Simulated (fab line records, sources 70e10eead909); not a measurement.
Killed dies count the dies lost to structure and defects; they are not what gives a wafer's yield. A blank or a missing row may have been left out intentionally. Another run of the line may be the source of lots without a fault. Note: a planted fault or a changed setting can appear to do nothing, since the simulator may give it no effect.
fab line records	flow nand_harc
[record] lots = 24	wafers = 72	last_day = 35
route steps=1302 shown A_SLIT@935 A_CONTACT@1006
lots that met no fault: taken from a fault-free run of the same line
start_h: the number of hours between the record's first day and the start of the first shown wafer of the lot	wait_h: hours since the lot's step before	" unchanged from the row above	L1.1+2: a row that stands for several wafers	- value missing, or start not given	* or withheld: withheld	< > ~ a bound
route shown NAME@n: names a module that has steps shown in the file, with the first one's number in the route	usual: mean and standard deviation over wafers with no fault	same: alike in all rows	chamber/n: place in a boat	sites: per-site readings	_std_site: their standard deviation	_edge_site: the outer-site mean with the inner-site mean subtracted	radius_mm: for every site, how far away it sits from the centre of the wafer	mask NAME#n: copy n	behind: tool/chamber where the wafer was last shaped	hold: why the lot was held/for how many hours/how that ended	device: which transistor (n, p or np) failed to switch	end of line: tests run on the same wafers once the route is complete	where a step has no rows: the recipe by itself	killed: dies lost to structure and defects at the first sort, not the wafer's yield	map: shows each die of a wafer: x if killed, . if not, _ if none is there
set.NAME: setting as actually run; set.NAME@STEP: the setting as run at that earlier step	model.NAME: the simulator's own value behind a step, which no gauge read
route steps across a sampled set of lots; one table per step, one row per wafer
services: a tool's chamber out of use, with start hour (start_h, from the record's first day; less than 0 if before it), hours out, and reason
[[steps]]
[step NHARC_A_SLIT_INSPECT_11]
[usual] raw_defect_count = 56/34
lot.wafer	tool	chamber	start_h	wait_h	raw_defect_count
L074.2	defect_inspect-02	-	459.08	0.0	82
L074.3	"	-	"	"	63
L074.6	"	-	"	"	63
L075.1	defect_inspect-02	-	463.37	0.0	109
L075.4	"	-	"	"	127
L075.5	"	-	"	"	113
L077.3	defect_inspect-01	-	477.56	0.0	12
L077.4	"	-	"	"	26
L077.6	"	-	"	"	18
L079.1	defect_inspect-02	-	479.11	0.0	114
L079.2	"	-	"	"	99
L079.4	"	-	"	"	103
L078.1	defect_inspect-01	-	480.37	0.0	23
L078.4	"	-	"	"	26
L078.6	"	-	"	"	26
L076.1	defect_inspect-01	-	481.37	0.0	121
L076.3	"	-	"	"	90
L076.4	"	-	"	"	120
L080.4	defect_inspect-02	-	499.64	0.0	70
L080.5	"	-	"	"	84
L080.6	"	-	"	"	64
L082.1	defect_inspect-02	-	515.34	0.0	119
L082.2	"	-	"	"	118
L082.4	"	-	"	"	123
L081.2	defect_inspect-02	-	528.56	0.0	38
L081.5	"	-	"	"	35
L081.6	"	-	"	"	29
L083.2	defect_inspect-02	-	540.20	0.0	77
L083.3	"	-	"	"	81
L083.4	"	-	"	"	72
L084.1	defect_inspect-01	-	547.98	0.0	34
L084.3	"	-	"	"	42
L084.5	"	-	"	"	39
L086.3	defect_inspect-01	-	556.18	0.0	28
L086.4	"	-	"	"	17
L086.5	"	-	"	"	25
L085.2	defect_inspect-01	-	556.34	0.0	44
L085.3	"	-	"	"	43
L085.6	"	-	"	"	41
L087.2	defect_inspect-02	-	576.34	0.0	16
L087.4	"	-	"	"	11
L087.5	"	-	"	"	14
L088.1	defect_inspect-01	-	593.79	0.0	76
L088.4	"	-	"	"	91
L088.5	"	-	"	"	77
L089.1	defect_inspect-02	-	597.67	0.0	17
L089.2	"	-	"	"	15
L089.3	"	-	"	"	22
L090.1	defect_inspect-02	-	614.52	0.0	93
L090.5	"	-	"	"	94
L090.6	"	-	"	"	93
L091.3	defect_inspect-02	-	624.06	0.0	25
L091.4	"	-	"	"	26
L091.6	"	-	"	"	27
L092.1	defect_inspect-01	-	624.29	0.0	54
L092.3	"	-	"	"	54
L092.6	"	-	"	"	57
L093.3	defect_inspect-01	-	638.70	0.0	67
L093.5	"	-	"	"	60
L093.6	"	-	"	"	65
L094.4	defect_inspect-01	-	639.27	0.0	22
L094.5	"	-	"	"	19
L094.6	"	-	"	"	18
L096.1	defect_inspect-01	-	665.40	0.0	52
L096.2	"	-	"	"	68
L096.3	"	-	"	"	64
L095.1	defect_inspect-02	-	684.12	0.0	36
L095.2	"	-	"	"	23
L095.5	"	-	"	"	26
L097.2	defect_inspect-01	-	697.65	0.0	39
L097.3	"	-	"	"	39
L097.5	"	-	"	"	33
[step NHARC_A_SLIT_ETCH_15]
[recipe] target_depth_a = 62000	over_etch_frac = 0.3	time_s = 1612	ion_energy_ev = 150	o2_flow_sccm = 400	cos_flow_sccm = 20	ar_flow_sccm = 0	rf_w = 500	bias_w = 300	chemistry = O2/COS
[usual] drypump_motor_current_A = 5.6/0.35	oes_product_au = 1.001/0.0078	rf_vpp_V = 313.9/2	showerhead_plenum_p_Torr = 3.10/0.13	throttle_valve_pct = 28.331/0.0093
lot.wafer	tool	chamber	start_h	wait_h	drypump_motor_current_A	oes_product_au	rf_hours_counter_h	rf_vpp_V	showerhead_plenum_p_Torr	throttle_valve_pct
L074.3	rie_diel-02	3	-	-	6.2	0.992	2.5	314.8	3.27	28.331
L074.2	"	0	"	"	5.6	0.994	2.7	315.0	3.19	28.329
L074.6	"	3	"	"	6.2	0.992	-	315.6	3.27	28.333
L075.1	rie_diel-05	1	-	-	5.9	1.006	2.9	315.2	3.20	28.327
L075.4	"	0	"	"	5.5	1.001	3.0	317.3	3.32	28.327
L075.5	"	1	"	"	5.9	1.004	-	316.1	3.20	28.334
L077.4	rie_diel-02	2	-	-	5.3	0.993	4.6	311.3	3.00	28.334
L077.3	"	3	"	"	6.2	0.990	4.5	318.4	3.27	28.340
L077.6	"	3	"	"	6.2	0.991	-	316.7	3.27	28.318
L079.4	rie_diel-05	1	-	-	5.9	1.005	4.0	314.7	3.20	28.343
L079.2	"	2	"	"	6.0	1.004	2.9	311.0	2.94	28.329
L079.1	"	3	"	"	5.0	1.001	2.6	311.5	2.91	28.334
L078.1	rie_diel-13	2	-	-	5.8	1.000	6.3	313.9	3.15	28.329
L078.4	"	3	"	"	5.7	1.007	6.9	314.9	3.11	28.342
L078.6	"	0	"	"	5.2	1.001	-	312.8	2.97	28.327
L076.3	rie_diel-02	2	-	-	5.3	1.008	5.6	313.1	3.00	28.330
L076.1	"	3	"	"	6.2	1.001	5.5	317.8	3.27	28.314
L076.4	"	0	"	"	5.6	0.997	4.8	315.8	3.19	28.330
L080.4	rie_diel-02	0	-	-	5.6	0.999	6.3	314.4	3.19	28.357
L080.6	"	3	"	"	6.2	0.978	-	317.3	3.27	28.334
L080.5	"	0	"	"	5.6	1.003	-	314.3	3.19	28.340
L082.4	rie_diel-13	0	-	-	5.2	1.004	10.4	310.6	2.97	28.354
L082.2	"	1	"	"	5.4	0.998	10.3	310.9	2.94	28.338
L082.1	"	2	"	"	5.8	1.004	8.6	314.4	3.15	28.338
L081.2	rie_diel-02	0	-	-	5.6	1.010	8.1	315.6	3.19	28.322
L081.6	"	2	"	"	5.3	1.007	-	312.8	2.99	28.324
L081.5	"	3	"	"	6.2	0.998	-	315.5	3.27	28.327
L083.2	rie_diel-02	3	-	-	6.2	0.984	10.0	317.2	3.27	28.326
L083.3	"	1	"	"	5.4	1.009	9.5	314.4	3.14	28.322
L083.4	"	2	"	"	5.3	1.004	10.2	312.0	3.00	28.329
L084.3	rie_diel-13	2	-	-	5.8	0.988	1.9	314.5	3.15	28.330
L084.1	"	3	"	"	5.7	1.001	2.2	314.9	3.11	28.315
L084.5	"	2	"	"	5.8	0.986	-	313.9	3.15	28.322
L086.3	rie_diel-02	2	-	-	5.3	1.008	11.1	312.9	2.99	28.324
L086.4	"	1	"	"	5.4	1.018	10.3	315.5	3.14	28.319
L086.5	"	2	"	"	5.3	1.005	-	312.0	2.99	28.330
L085.2	rie_diel-13	1	-	-	5.5	1.001	2.1	312.3	2.94	28.338
L085.3	"	3	"	"	5.8	1.006	3.4	312.4	3.11	28.330
L085.6	"	1	"	"	5.4	0.995	-	313.2	2.94	28.316
L087.2	rie_diel-13	3	-	-	5.7	0.996	4.7	313.3	3.11	28.345
L087.4	"	0	"	"	5.2	0.998	3.5	311.8	2.97	28.327
L087.5	"	3	"	"	5.8	1.002	-	314.9	3.11	28.335
L088.4	rie_diel-05	1	-	-	5.9	1.017	0.2	315.5	3.20	28.335
L088.1	"	2	"	"	6.0	0.999	0.2	310.6	2.93	28.323
L088.5	"	2	"	"	6.0	0.998	-	311.0	2.93	28.322
L089.3	rie_diel-13	3	-	-	5.7	0.999	6.1	313.7	3.11	28.349
L089.1	"	0	"	"	5.2	0.997	4.8	312.0	2.97	28.336
L089.2	"	1	"	"	5.5	1.002	4.4	310.8	2.94	28.337
L090.1	rie_diel-02	1	-	-	5.4	0.999	1.6	314.1	3.14	28.327
L090.6	"	0	"	"	5.6	0.990	-	315.3	3.18	28.326
L090.5	"	1	"	"	5.3	1.000	-	313.4	3.14	28.320
L091.3	rie_diel-02	1	-	-	5.3	0.995	2.9	314.1	3.14	28.335
L091.4	"	3	"	"	6.2	1.004	2.8	316.3	3.26	28.332
L091.6	"	1	"	"	5.3	1.003	-	313.4	3.14	28.320
L092.1	rie_diel-13	1	-	-	5.4	0.994	5.7	311.3	2.94	28.345
L092.3	"	0	"	"	5.2	0.982	6.6	313.3	2.97	28.322
L092.6	"	2	"	"	5.8	0.986	-	313.5	3.15	28.341
L093.3	rie_diel-02	0	-	-	5.6	0.995	5.2	316.4	3.18	28.314
L093.5	"	0	"	"	5.6	1.005	-	314.6	3.18	28.339
L093.6	"	2	"	"	5.3	1.007	-	311.7	2.99	28.331
L094.4	rie_diel-05	1	-	-	5.9	1.018	3.0	314.8	3.20	28.323
L094.5	"	1	"	"	5.9	1.013	-	315.7	3.20	28.323
L094.6	"	2	"	"	6.0	1.000	-	312.6	2.93	28.323
L096.3	rie_diel-02	0	-	-	5.6	1.000	7.3	315.9	3.18	28.329
L096.1	"	2	"	"	5.3	1.009	6.6	313.9	2.99	28.337
L096.2	"	3	"	"	6.2	1.006	6.4	317.0	3.26	28.342
L095.1	rie_diel-02	2	-	-	5.3	1.010	8.7	312.3	2.99	28.328
L095.2	"	0	"	"	5.6	1.012	9.4	313.5	3.18	28.319
L095.5	"	0	"	"	5.6	1.008	-	313.0	3.18	28.336
L097.2	rie_diel-05	2	-	-	6.0	1.007	4.2	311.9	2.93	28.325
L097.3	"	3	"	"	5.1	1.014	4.2	311.3	2.91	28.326
L097.5	"	3	"	"	5.1	1.009	-	310.9	2.91	28.317
[step NHARC_A_CONTACT_ETCH_112]
[recipe] source_w = withheld	pressure_mtorr = 20	bias_v = 3000	time_s = 190	target_depth_a = 18500	ar_flow_sccm = withheld	c4f8_flow_sccm = withheld	o2_flow_sccm = withheld	chemistry = C4F8/O2/Ar
lot.wafer	tool	chamber	start_h	wait_h	rf_hours_counter_h
L074.2	har_cap_etch-03	1	498.69	0.2	43
L074.3	"	1	"	"	-
L074.6	"	0	"	"	-
L075.1	har_cap_etch-03	0	511.59	0.2	46
L075.4	"	0	"	"	-
L075.5	"	1	"	"	-
L077.3	har_cap_etch-01	0	516.04	0.2	-
L077.4	"	1	"	"	-
L077.6	"	1	"	"	-
L079.2	har_cap_etch-02	0	516.24	0.2	83
L079.1	"	1	"	"	83
L079.4	"	0	"	"	-
L078.1	har_cap_etch-01	0	523.43	0.2	2
L078.4	"	1	"	"	-
L078.6	"	1	"	"	-
L076.1	har_cap_etch-03	0	524.14	0.2	49
L076.3	"	0	"	"	-
L076.4	"	1	"	"	-
L080.4	har_cap_etch-01	1	540.91	0.2	-
L080.6	"	1	"	"	-
L080.5	"	0	"	"	-
L082.1	har_cap_etch-02	1	554.32	0.2	93
L082.2	"	0	"	"	93
L082.4	"	1	"	"	-
L081.2	har_cap_etch-02	0	569.14	0.2	95
L081.5	"	1	"	"	-
L081.6	"	0	"	"	-
L083.2	har_cap_etch-02	0	581.99	0.2	98
L083.4	"	1	"	"	-
L083.3	"	0	"	"	-
L084.1	har_cap_etch-03	1	587.35	0.2	58
L084.3	"	1	"	"	-
L084.5	"	1	"	"	-
L086.3	har_cap_etch-01	0	596.33	0.2	-
L086.4	"	1	"	"	-
L086.5	"	1	"	"	-
L085.2	har_cap_etch-03	1	597.16	0.2	60
L085.3	"	0	"	"	-
L085.6	"	1	"	"	-
L087.2	har_cap_etch-03	1	615.89	0.2	65
L087.4	"	1	"	"	-
L087.5	"	0	"	"	-
L088.1	har_cap_etch-03	1	636.75	0.2	67
L088.4	"	1	"	"	-
L088.5	"	1	"	"	-
L089.1	har_cap_etch-01	1	637.17	0.2	24
L089.2	"	0	"	"	24
L089.3	"	1	"	"	-
L090.1	har_cap_etch-01	0	655.53	0.2	28
L090.6	"	0	"	"	-
L090.5	"	1	"	"	-
L091.3	har_cap_etch-02	1	663.85	0.2	-
L091.4	"	0	"	"	-
L091.6	"	0	"	"	-
L092.1	har_cap_etch-01	0	667.44	0.2	30
L092.3	"	0	"	"	-
L092.6	"	0	"	"	-
L094.4	har_cap_etch-01	0	679.18	0.2	-
L094.5	"	1	"	"	-
L094.6	"	0	"	"	-
L093.3	har_cap_etch-03	0	680.72	0.2	-
L093.6	"	1	"	"	-
L093.5	"	0	"	"	-
L096.1	har_cap_etch-01	1	709.04	0.2	37
L096.2	"	0	"	"	37
L096.3	"	1	"	"	-
L095.2	har_cap_etch-01	1	728.80	0.2	39
L095.1	"	0	"	"	39
L095.5	"	1	"	"	-
L097.2	har_cap_etch-03	1	737.39	0.2	82
L097.3	"	0	"	"	-
L097.5	"	0	"	"	-
[step NHARC_A_CONTACT_ETCH_114]
[recipe] source_w = withheld	pressure_mtorr = 20	bias_v = 3000	time_s = 190	target_depth_a = 18500	ar_flow_sccm = withheld	c4f8_flow_sccm = withheld	o2_flow_sccm = withheld	chemistry = C4F8/O2/Ar
lot.wafer	tool	chamber	start_h	wait_h	rf_hours_counter_h
L074.2	har_cap_etch-03	1	499.03	0.1	44
L074.3	"	1	"	"	-
L074.6	"	0	"	"	-
L075.1	har_cap_etch-03	0	511.94	0.1	46
L075.4	"	0	"	"	-
L075.5	"	1	"	"	-
L077.3	har_cap_etch-01	0	516.38	0.1	-
L077.4	"	1	"	"	-
L077.6	"	1	"	"	-
L079.2	har_cap_etch-02	0	516.64	0.1	83
L079.1	"	1	"	"	83
L079.4	"	0	"	"	-
L078.1	har_cap_etch-01	0	523.78	0.1	3
L078.4	"	1	"	"	-
L078.6	"	1	"	"	-
L076.1	har_cap_etch-03	0	524.48	0.1	49
L076.3	"	0	"	"	-
L076.4	"	1	"	"	-
L080.4	har_cap_etch-01	1	541.25	0.1	-
L080.6	"	1	"	"	-
L080.5	"	0	"	"	-
L082.1	har_cap_etch-02	1	554.65	0.1	93
L082.2	"	0	"	"	93
L082.4	"	1	"	"	-
L081.2	har_cap_etch-02	0	569.48	0.1	96
L081.5	"	1	"	"	-
L081.6	"	0	"	"	-
L083.2	har_cap_etch-02	0	582.33	0.1	98
L083.4	"	1	"	"	-
L083.3	"	0	"	"	-
L084.1	har_cap_etch-03	1	587.69	0.1	58
L084.3	"	1	"	"	-
L084.5	"	1	"	"	-
L086.3	har_cap_etch-01	0	596.67	0.1	-
L086.4	"	1	"	"	-
L086.5	"	1	"	"	-
L085.2	har_cap_etch-03	1	597.50	0.1	61
L085.3	"	0	"	"	-
L085.6	"	1	"	"	-
L087.2	har_cap_etch-03	1	616.23	0.1	65
L087.4	"	1	"	"	-
L087.5	"	0	"	"	-
L088.1	har_cap_etch-03	1	637.09	0.1	67
L088.4	"	1	"	"	-
L088.5	"	1	"	"	-
L089.1	har_cap_etch-01	1	637.51	0.1	24
L089.2	"	0	"	"	24
L089.3	"	1	"	"	-
L090.1	har_cap_etch-01	0	655.98	0.2	28
L090.6	"	0	"	"	-
L090.5	"	1	"	"	-
L091.3	har_cap_etch-02	1	664.19	0.1	-
L091.4	"	0	"	"	-
L091.6	"	0	"	"	-
L092.1	har_cap_etch-01	0	667.90	0.2	30
L092.3	"	0	"	"	-
L092.6	"	0	"	"	-
L094.4	har_cap_etch-01	0	679.52	0.1	-
L094.5	"	1	"	"	-
L094.6	"	0	"	"	-
L093.3	har_cap_etch-03	0	681.07	0.1	-
L093.6	"	1	"	"	-
L093.5	"	0	"	"	-
L096.1	har_cap_etch-01	1	709.38	0.1	37
L096.2	"	0	"	"	37
L096.3	"	1	"	"	-
L095.2	har_cap_etch-01	1	729.14	0.1	40
L095.1	"	0	"	"	40
L095.5	"	1	"	"	-
L097.2	har_cap_etch-03	1	737.85	0.2	83
L097.3	"	0	"	"	-
L097.5	"	0	"	"	-
[step NHARC_A_CONTACT_ETCH_117]
[recipe] source_w = withheld	pressure_mtorr = 20	bias_v = 3000	time_s = 190	target_depth_a = 18500	ar_flow_sccm = withheld	c4f8_flow_sccm = withheld	o2_flow_sccm = withheld	chemistry = C4F8/O2/Ar
lot.wafer	tool	chamber	start_h	wait_h	rf_hours_counter_h
L074.2	har_cap_etch-03	1	499.54	0.1	44
L074.3	"	1	"	"	-
L074.6	"	0	"	"	-
L075.1	har_cap_etch-03	0	512.45	0.1	46
L075.4	"	0	"	"	-
L075.5	"	1	"	"	-
L077.3	har_cap_etch-01	0	516.91	0.2	-
L077.4	"	1	"	"	-
L077.6	"	1	"	"	-
L079.2	har_cap_etch-02	0	517.15	0.1	84
L079.1	"	1	"	"	84
L079.4	"	0	"	"	-
L078.1	har_cap_etch-01	0	524.29	0.1	3
L078.4	"	1	"	"	-
L078.6	"	1	"	"	-
L076.1	har_cap_etch-03	0	524.99	0.1	50
L076.3	"	0	"	"	-
L076.4	"	1	"	"	-
L080.4	har_cap_etch-01	1	541.77	0.1	-
L080.6	"	1	"	"	-
L080.5	"	0	"	"	-
L082.1	har_cap_etch-02	1	555.16	0.1	94
L082.2	"	0	"	"	94
L082.4	"	1	"	"	-
L081.2	har_cap_etch-02	0	569.99	0.1	96
L081.5	"	1	"	"	-
L081.6	"	0	"	"	-
L083.2	har_cap_etch-02	0	582.85	0.1	99
L083.4	"	1	"	"	-
L083.3	"	0	"	"	-
L084.1	har_cap_etch-03	1	588.20	0.1	59
L084.3	"	1	"	"	-
L084.5	"	1	"	"	-
L086.3	har_cap_etch-01	0	597.19	0.1	-
L086.4	"	1	"	"	-
L086.5	"	1	"	"	-
L085.2	har_cap_etch-03	1	598.02	0.1	61
L085.3	"	0	"	"	-
L085.6	"	1	"	"	-
L087.2	har_cap_etch-03	1	616.75	0.1	65
L087.4	"	1	"	"	-
L087.5	"	0	"	"	-
L088.1	har_cap_etch-03	1	637.60	0.1	68
L088.4	"	1	"	"	-
L088.5	"	1	"	"	-
L089.1	har_cap_etch-01	1	638.03	0.1	24
L089.2	"	0	"	"	24
L089.3	"	1	"	"	-
L090.1	har_cap_etch-01	0	656.67	0.2	28
L090.6	"	0	"	"	-
L090.5	"	1	"	"	-
L091.3	har_cap_etch-02	1	664.71	0.1	-
L091.4	"	0	"	"	-
L091.6	"	0	"	"	-
L092.1	har_cap_etch-01	0	668.59	0.2	31
L092.3	"	0	"	"	-
L092.6	"	0	"	"	-
L094.4	har_cap_etch-01	0	680.03	0.1	-
L094.5	"	1	"	"	-
L094.6	"	0	"	"	-
L093.3	har_cap_etch-03	0	681.58	0.1	-
L093.6	"	1	"	"	-
L093.5	"	0	"	"	-
L096.1	har_cap_etch-01	1	709.89	0.1	38
L096.2	"	0	"	"	38
L096.3	"	1	"	"	-
L095.2	har_cap_etch-01	1	729.64	0.1	40
L095.1	"	0	"	"	40
L095.5	"	1	"	"	-
L097.2	har_cap_etch-03	1	738.53	0.2	83
L097.3	"	0	"	"	-
L097.5	"	0	"	"	-
[step NHARC_A_CONTACT_STRIP_55]
[recipe] o2_flow_sccm = 500	ar_flow_sccm = 0	bias_w = 0	chemistry = O2
[usual] drypump_motor_current_A = 5.8/0.53	oes_product_au = 1.003/0.0082	rf_vpp_V = 57.8/0.95	showerhead_plenum_p_Torr = 3.51/0.13	throttle_valve_pct = 17.037/0.0089
lot.wafer	tool	chamber	start_h	wait_h	drypump_motor_current_A	oes_product_au	rf_hours_counter_h	rf_vpp_V	showerhead_plenum_p_Torr	throttle_valve_pct
L074.2	rie_diel-01	3	-	-	5.5	1.003	20	58.3	3.36	17.041
L074.3	"	2	"	"	5.9	1.009	21	56.8	3.66	17.021
L074.6	"	3	"	"	5.5	1.008	-	57.8	3.36	17.034
L075.4	rie_diel-04	1	-	-	5.0	0.998	48	56.7	3.29	17.036
L075.1	"	2	"	"	5.7	0.994	52	58.6	3.43	17.025
L075.5	"	0	"	"	4.6	0.996	-	59.2	3.74	17.031
L079.1	rie_diel-01	3	-	-	5.5	1.001	23	56.3	3.36	17.038
L079.4	"	1	"	"	5.3	0.998	26	59.0	3.58	17.049
L079.2	"	2	"	"	5.8	1.011	24	58.0	3.65	17.024
L077.3	rie_diel-07	3	-	-	6.1	1.006	10	57.3	3.39	17.032
L077.4	"	0	"	"	6.5	1.007	9	57.9	3.70	17.028
L077.6	"	3	"	"	6.1	1.009	-	58.1	3.39	17.019
L078.1	rie_diel-04	1	-	-	4.9	0.997	52	58.9	3.29	17.039
L078.4	"	2	"	"	5.8	0.999	56	56.2	3.42	17.044
L078.6	"	3	"	"	6.2	0.998	-	58.6	3.58	17.024
L076.1	rie_diel-04	0	-	-	4.6	0.992	55	57.2	3.74	17.040
L076.3	"	2	"	"	5.8	0.991	56	58.0	3.42	17.039
L076.4	"	3	"	"	6.2	1.002	57	56.8	3.58	17.045
L080.4	rie_diel-07	1	-	-	5.7	0.987	17	57.4	3.43	17.049
L080.5	"	0	"	"	6.5	0.997	-	57.8	3.69	17.045
L080.6	"	1	"	"	5.7	0.990	-	56.7	3.43	17.033
L082.2	rie_diel-01	3	-	-	5.5	1.007	33	57.5	3.36	17.030
L082.1	"	0	"	"	6.5	1.007	36	57.6	3.51	17.022
L082.4	"	1	"	"	5.3	1.012	36	58.6	3.58	17.038
L081.2	rie_diel-01	1	-	-	5.3	0.997	1	57.5	3.58	17.048
L081.6	"	1	"	"	5.3	1.000	-	56.6	3.58	17.041
L081.5	"	2	"	"	5.8	1.008	-	59.9	3.65	17.036
L083.3	rie_diel-07	2	-	-	5.9	1.003	30	56.7	3.46	17.041
L083.4	"	3	"	"	6.1	1.016	34	56.6	3.37	17.043
L083.2	"	0	"	"	6.5	1.008	24	57.7	3.69	17.031
L084.1	rie_diel-01	0	-	-	6.5	1.011	3	57.0	3.51	17.036
L084.3	"	2	"	"	5.9	1.003	2	56.5	3.65	17.029
L084.5	"	0	"	"	6.5	1.007	-	58.6	3.51	17.024
L086.3	rie_diel-01	3	-	-	5.5	1.012	5	58.3	3.35	17.038
L086.4	"	0	"	"	6.5	1.012	5	57.5	3.50	17.028
L086.5	"	2	"	"	5.9	1.021	-	59.2	3.65	17.050
L085.3	rie_diel-01	2	-	-	5.9	1.014	4	59.4	3.65	17.032
L085.2	"	0	"	"	6.5	1.012	5	58.2	3.50	17.034
L085.6	"	1	"	"	5.3	1.011	-	58.8	3.57	17.020
L087.2	rie_diel-01	3	-	-	5.6	1.014	9	57.7	3.35	17.033
L087.5	"	3	"	"	5.5	1.006	-	57.0	3.35	17.051
L087.4	"	0	"	"	6.5	1.006	-	56.3	3.50	17.029
L088.4	rie_diel-04	3	-	-	6.2	1.005	34	58.5	3.56	17.026
L088.1	"	0	"	"	4.7	1.006	34	59.1	3.72	17.047
L088.5	"	1	"	"	4.9	1.004	-	56.7	3.27	17.040
L089.2	rie_diel-04	3	-	-	6.2	1.000	34	55.7	3.56	17.049
L089.3	"	0	"	"	4.6	1.015	34	57.5	3.72	17.033
L089.1	"	1	"	"	5.0	1.016	34	56.9	3.27	17.036
L090.1	rie_diel-01	3	-	-	5.5	1.011	14	57.1	3.35	17.054
L090.5	"	3	"	"	5.6	1.004	-	58.1	3.35	17.034
L090.6	"	0	"	"	6.5	1.010	-	57.8	3.50	17.049
L091.4	rie_diel-01	3	-	-	5.6	1.002	17	57.0	3.35	17.026
L091.3	"	1	"	"	5.3	0.992	10	59.0	3.57	17.037
L091.6	"	3	"	"	5.5	0.991	-	56.8	3.35	17.030
L092.1	rie_diel-07	2	-	-	5.9	0.981	5	58.1	3.45	17.025
L092.3	"	1	"	"	5.7	1.000	4	59.1	3.41	17.024
L092.6	"	2	"	"	5.9	0.991	-	57.7	3.45	17.041
L094.4	rie_diel-01	2	-	-	5.9	1.013	17	58.2	3.64	17.037
L094.6	"	1	"	"	5.3	1.011	-	57.4	3.57	17.031
L094.5	"	2	"	"	5.9	1.004	-	57.2	3.64	17.059
L093.3	rie_diel-01	2	-	-	5.9	1.008	17	58.1	3.64	17.025
L093.5	"	3	"	"	5.5	1.007	-	56.2	3.34	17.040
L093.6	"	0	"	"	6.5	1.003	-	58.0	3.50	17.048
L096.2	rie_diel-01	0	-	-	6.5	1.013	23	57.7	3.49	17.042
L096.3	"	1	"	"	5.3	0.995	16	57.2	3.57	17.051
L096.1	"	3	"	"	5.5	1.007	24	58.9	3.34	17.043
L095.2	rie_diel-07	2	-	-	5.9	0.990	26	57.2	3.44	17.037
L095.1	"	1	"	"	5.7	0.990	26	56.5	3.40	17.043
L095.5	"	3	"	"	6.2	0.999	-	57.1	3.35	17.044
L097.3	rie_diel-07	2	-	-	5.9	0.995	29	55.4	3.44	17.038
L097.2	"	3	"	"	6.1	0.997	30	56.0	3.34	17.033
L097.5	"	1	"	"	5.7	1.000	-	58.3	3.40	17.023
[[services]]
tool	chamber	start_h	hours	kind
har_cap_etch-01	-	454.23	0.6	repair
rie_diel-01	3	459.02	14.2	repair
rie_diel-01	2	465.57	5.0	repair
rie_diel-07	-	468.92	0.6	repair
rie_diel-07	-	471.23	9.0	pm
rie_diel-04	0	488.14	4.4	repair
har_cap_etch-01	-	497.00	17.0	pm
rie_diel-13	-	519.00	9.0	pm
rie_diel-07	-	550.42	0.9	repair
rie_diel-01	-	558.11	9.0	pm
rie_diel-07	0	562.55	12.0	repair
rie_diel-02	-	570.70	9.0	pm
rie_diel-01	3	601.55	3.7	repair
rie_diel-01	1	604.61	18.3	repair
rie_diel-02	1	626.30	17.0	repair
rie_diel-13	3	629.27	2.4	repair
rie_diel-07	-	648.23	9.0	pm
rie_diel-02	1	654.36	47.2	repair
rie_diel-13	2	657.32	9.6	repair
rie_diel-02	2	690.58	2.6	repair
rie_diel-13	-	696.00	9.0	pm
rie_diel-02	1	704.48	5.8	repair
rie_diel-02	-	714.59	0.2	repair
rie_diel-01	-	735.11	9.0	pm
[[key]]
fault none
